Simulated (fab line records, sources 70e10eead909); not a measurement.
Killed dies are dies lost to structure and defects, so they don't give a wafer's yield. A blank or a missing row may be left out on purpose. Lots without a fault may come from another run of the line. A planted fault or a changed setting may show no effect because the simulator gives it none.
Chamber matching | flow nand_harc | NHARC_A_CONTACT_DEP_29 on pecvd-01: 3 sister chambers
The step deposits SiON, target thk 100 nm. 24 wafers are shown with their chamber, then 12 later ones without.

WAFERS WITH THEIR CHAMBER
wafer  | chamber | heater_power_w (W)
L078.1 | 2       | 656
L078.4 | 2       | 653
L078.5 | 0       | 645
L079.1 | 2       | 769
L079.3 | 1       | 692
L079.6 | 2       | 623
L081.1 | 0       | 698
L081.3 | 2       | 707
L081.4 | 1       | 721
L082.1 | 2       | 749
L082.2 | 1       | 729
L082.3 | 0       | 617
L082.4 | 1       | 735
L082.5 | 0       | 636
L082.6 | 2       | 746
L084.2 | 1       | 724
L084.3 | 2       | 695
L084.6 | 1       | 704
L086.1 | 2       | 717
L086.4 | 1       | 639
L086.5 | 0       | 552
L089.1 | 2       | 680
L089.2 | 1       | 640
L089.6 | 1       | 630

SIGNATURES (means of the wafers above)
reading        | chamber 0 | chamber 1 | chamber 2 | scatter within a chamber
heater_power_w | 629.60    | 690.44    | 699.50    | 46.7
Rule: a wafer's distance from a chamber is the root of the sum, over the readings, of the square of ((its reading less the chamber's mean) divided by the reading's scatter). The wafer belongs to the nearest chamber; if the next one is less than 2 further off, it can't be placed. The scatter: the root of (the sum of the squares of (reading less its chamber's mean) over the shown wafers, divided by (wafers less chambers)).

WAFERS WITHOUT THEIR CHAMBER
wafer  | heater_power_w (W)
L089.3 | 641
L089.4 | 657
L089.5 | 674
L096.1 | 761
L096.2 | 600
L096.3 | 662
L096.4 | 681
L096.5 | 607
L096.6 | 789
L095.1 | 600
L095.3 | 662
L095.4 | 614

WHICH CHAMBER EACH WENT THROUGH
wafer  | from the rows above          | in truth
L089.3 | can't be placed: 0 or 1 or 2 | 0
L089.4 | can't be placed: 0 or 1 or 2 | 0
L089.5 | can't be placed: 1 or 2 or 0 | 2
L096.1 | can't be placed: 2 or 1 or 0 | 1
L096.2 | can't be placed: 0 or 1 or 2 | 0
L096.3 | can't be placed: 1 or 0 or 2 | 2
L096.4 | can't be placed: 1 or 2 or 0 | 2
L096.5 | can't be placed: 0 or 1 or 2 | 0
L096.6 | can't be placed: 2 or 1 or 0 | 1
L095.1 | can't be placed: 0 or 1 or 2 | 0
L095.3 | can't be placed: 1 or 0 or 2 | 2
L095.4 | can't be placed: 0 or 1 or 2 | 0
Placed correctly: 0 of 12. Can't be placed from these rows: 12 (the true chamber is among the candidates in 12). Placed wrongly: 0.
